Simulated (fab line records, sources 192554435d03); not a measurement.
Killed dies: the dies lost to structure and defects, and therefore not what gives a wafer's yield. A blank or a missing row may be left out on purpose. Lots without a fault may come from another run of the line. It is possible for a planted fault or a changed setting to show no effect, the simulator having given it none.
A lot that was struck, set against a sound lot ; flow n5Finfet ; 41 steps out of a route of 1938
Sound: these wafers, L500.1, L500.2, L500.3. Struck: wafers L494.1, L494.5, L494.6. The cause comes at the end.
For every step that has rows: the tool of each side, followed by ch and its chambers, followed by its first start. Under that, the readings that differ: sound wafers ; struck wafers ; difference of the means ; sigmas: that difference in standard deviations of wafers without a fault.
alike: same words and numbers on both sides, and readings whose means sit less than 2 such deviations apart. not compared: any withheld reading, any reading some wafer has no value for, any bound like >300 that may hide the same value, and any number with overlapping values for which the record gives no deviation.
Wherever a step has rows on one side only, a row that says differs or no value, or a row with sigmas, the two part there. Numbers that have no deviation but don't overlap get no sigmas and don't part them. Lack of a reading on every wafer of one side parts them only where that side has two or more wafers.

first, 9 steps without rows for these wafers: N5_PMOS_HMC_CHANNEL_EPI_SRD_25 (time 30 s); N5_PMOS_HMC_CHANNEL_EPI_EPI_26 (deposits Si from SiH4/H2, target thk 3.8 nm, time 22.7 s); N5_FIN_SAQP_PRECLEAN_42 (cleans in O3/DIW, time 60 s); N5_FIN_SAQP_PRECLEAN_00 (cleans in SC1, time 60 s); N5_FIN_SAQP_PRECLEAN_44 (cleans in SC2, time 45 s); N5_FIN_SAQP_SRD_01 (time 30 s); N5_FIN_SAQP_ALD_61 (deposits SiO2, target thk 4 nm, pulse time 1 s, purge time 2 s); N5_FIN_SAQP_DENSIFY_62 (time 60 s); N5_FIN_SAQP_HM_DEP_03 (deposits SiNx from SiH4/NH3/N2, target thk 38 nm, time 33.6 s).
N5_FIN_SAQP_PECVD_47: deposits a-Si from SiH4/He, target thk 45 nm, time 36.3 s.
  sound on pecvd-04 ch 0,1,2, day 7 09:34; struck on pecvd-02 ch 0,2, day 5 20:55
  no value came back on the struck wafers for any of 5 readings (chamberPressureTorr (Torr), heaterPowerOuterW (W) and others); on the sound wafers chamberPressureTorr (Torr) reads 2.998 3.004 3.010
then, 25 steps without rows for these wafers: N5_FIN_SAQP_PECVD_48 (deposits SiNx from SiH4/NH3/N2, target thk 25 nm, time 22.1 s); N5_FIN_SAQP_PECVD_06 (deposits a-Si from SiH4/He, target thk 60 nm, time 48.1 s); N5_FIN_SAQP_HM_DEP_72 (deposits SiO2 from SiH4/N2O, target thk 12 nm, time 7.2 s); N5_FIN_SAQP_COAT_49 (time 60 s, resist thk 100 nm); N5_FIN_SAQP_COAT_50 (time 60 s, resist thk 35 nm); N5_FIN_SAQP_COAT_10 (resist thk 90 nm); N5_FIN_SAQP_EBR_12; N5_FIN_SAQP_SOFTBAKE_11 (time 60 s); N5_FIN_SAQP_EXPOSE_13 (exposes mask FIN CORE, target cd 35.6 nm); N5_FIN_SAQP_PEB_14 (peb time 60 s); N5_FIN_SAQP_DEVELOP_15 (develop time 30 s); N5_FIN_SAQP_DESCUM_21 (chemistry O2, time 7.9 s); N5_FIN_SAQP_ETCH_51 (etches SiARC in CF4, target depth 45.5 nm, time 75.8 s); N5_FIN_SAQP_ETCH_52 (etches SOC in N2/H2, target depth 100 nm, overetch 20 nm, time 150 s); N5_FIN_SAQP_STRIP_53 (strips in N2/H2); N5_FIN_SAQP_HM_OPEN_73 (chemistry CHF3/O2, target SiO2, stops on a-Si, target depth 12 nm, time 16.8 s); N5_FIN_SAQP_STRIP_74 (strips in CHF3/O2); N5_FIN_SAQP_MANDREL_ETCH_22 (etches a-Si in HBr/Cl2, stops on SiNx, target depth 60 nm, bt time 10 s, time 30 s); N5_FIN_SAQP_STRIP_55 (strips in N2/H2); N5_FIN_SAQP_STRIP_23 (strips in SPM, time 750 s); N5_FIN_SAQP_SRD_66 (time 30 s); N5_FIN_SAQP_RECESS_75 (chemistry HF/NH3, target SiO2, target depth 14.4 nm, afs cycles 3, sublimation time 60 s); N5_FIN_SAQP_SPACER1_ALD_24 (deposits SiO2, target thk 20.3 nm, pulse time 1 s, purge time 2 s); N5_FIN_SAQP_SPACER1_ETCHBACK_25 (etches SiO2 in CHF3/O2, target depth 24.4 nm, time 12.2 s); N5_FIN_SAQP_MANDREL1_REMOVE_56 (chemistry HBr/Cl2/O2, target a-Si, stops on SiNx, bt time 10 s).
N5_FIN_SAQP_MANDREL_ETCH_58: etches a-Si in HBr/Cl2, stops on SiNx, target depth 45 nm, bt time 10 s, time 27 s.
  sound on rieSi-01 ch 1,2,3, day 7 12:25; struck on rieSi-01 ch 1,2, day 6 00:29
reading;sound;struck;difference;sigmas
oesProductAu (a.u.);0.701 0.692 0.684;0.322 0.326 0.312;-0.372;-34
throttleValvePct (%);35.44 35.78 35.44;36.20 36.20 36.21;+0.65;+3
model.etch.depthNm (nm);44.63 44.3 44.44;0 0 0;-44;
  alike: drypumpMotorCurrentA
  not compared: rfHoursCounterH
N5_FIN_SAQP_MANDREL2_REMOVE_60: chemistry HBr/Cl2/O2, target a-Si, stops on SiNx, bt time 10 s.
  sound on rieSi-02 ch 0,1,3, day 7 16:41; struck on rieSi-06 ch 0,1,2, day 6 02:03
reading;sound;struck;difference;sigmas
model.FIN_SAQP.cdNm (nm);8 8 8;20.2 20.2 20.4;+12.3;
  alike: drypumpMotorCurrentA, oesProductAu, throttleValvePct
  not compared: rfHoursCounterH
N5_FIN_SAQP_CD_MEAS_31 targets a cd of 8 nm.
  sound on cdSem-01 ch 0, day 7 16:47; struck on cdSem-02 ch 0, day 6 02:10
reading;sound;struck;difference;sigmas
cdNm (nm);7.61 7.88 8.12;- - -;no value on the struck wafers;
N5_FIN_SAQP_ETCH_34: etches SiO2 in C4F6/O2, target depth 45 nm, time 15 s.
  sound on rieDiel-01 ch 1,2,3, day 7 16:58; struck on rieDiel-02 ch 0,3, day 6 02:17
reading;sound;struck;difference;sigmas
drypumpMotorCurrentA (A);6.1 5.9 5.7;5.1 5.7 5.1;-0.6;-2
model.FIN_SAQP.cdNm (nm);8.2 8 8.2;20.2 20.2 20.4;+12.1;
  alike: etchRfOnTimeS, oesProductAu, rfVppV, showerheadPlenumPTorr, throttleValvePct
  not compared: rfHoursCounterH
N5_BEOL_M4_RC_MEAS_101:
  the record has rows for the sound wafers here (prober-02 ch 0, day 14 17:02) and none for the struck ones
-- the record jumps here: 11 days lie between the struck wafers' starts before and after (it left off in module BEOL_M4 and takes up again in module PASSIVATION, whose first step shown is number 1936 of the route) --
N5_PASSIVATION_PROBE_49:
  rows exist in the record for the struck wafers here (prober-02, day 16 16:32), but not for the sound ones

WHERE THEY PART
Earliest at N5_FIN_SAQP_PECVD_47; latest, in this record, at N5_PASSIVATION_PROBE_49.

WHY: what the simulator had put in
Whole step skipped at N5_FIN_SAQP_PECVD_47 on pecvd-02, starting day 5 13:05. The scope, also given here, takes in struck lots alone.
